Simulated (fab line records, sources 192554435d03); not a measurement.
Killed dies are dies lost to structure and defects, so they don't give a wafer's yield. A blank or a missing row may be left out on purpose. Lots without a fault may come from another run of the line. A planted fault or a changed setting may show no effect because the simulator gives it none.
Chamber matching | flow n5_finfet | N5_GATE_CUT_SAC_CAP_01 on ald_sin-02: 4 sister chambers
The step material SiNx, target thk 24 nm, pulse time 1 s, ald cycles 480. 8 wafers are shown with their chamber, then 7 later ones without.

WAFERS WITH THEIR CHAMBER
wafer  | chamber | heater_power_w (W) | precursor_pulse_height_rel
L633.1 | 1       | 893                | 1.002
L638.1 | 0       | 839                | 0.990
L638.2 | 3       | 848                | 1.017
L638.6 | 0       | 823                | 0.965
L640.2 | 1       | 890                | 0.976
L640.5 | 2       | 905                | 0.989
L641.1 | 3       | 879                | 1.005
L641.4 | 2       | 872                | 0.967

WAFERS WITHOUT THEIR CHAMBER
wafer  | heater_power_w (W) | precursor_pulse_height_rel
L641.6 | 829                | 0.998
L650.1 | 891                | 1.011
L650.2 | 909                | 0.964
L650.6 | 880                | 1.007
L653.2 | 899                | 1.028
L653.3 | 884                | 0.985
L653.6 | 883                | 1.015

WHICH CHAMBER EACH WENT THROUGH
wafer  | from the rows above          | in truth
L641.6 | can't be placed: 0 or 3      | 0
L650.1 | can't be placed: 1 or 3 or 2 | 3
L650.2 | can't be placed: 2 or 1      | 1
L650.6 | can't be placed: 3 or 1 or 2 | 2
L653.2 | can't be placed: 3 or 1 or 2 | 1
L653.3 | can't be placed: 1 or 2 or 3 | 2
L653.6 | can't be placed: 3 or 1 or 2 | 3
Placed correctly: 0 of 7. Can't be placed from these rows: 7 (the true chamber is among the candidates in 7). Placed wrongly: 0.
How it was worked out, from the rows above alone: a wafer's distance from a chamber is the root of the sum, over the readings, of the square of ((its reading less the chamber's mean) divided by the reading's scatter). The wafer belongs to the nearest chamber; if the next one is less than 2 further off, it can't be placed. A chamber's mean is the mean of its shown wafers. The scatter: the root of (the sum of the squares of (reading less its chamber's mean) over the shown wafers, divided by (wafers less chambers)).
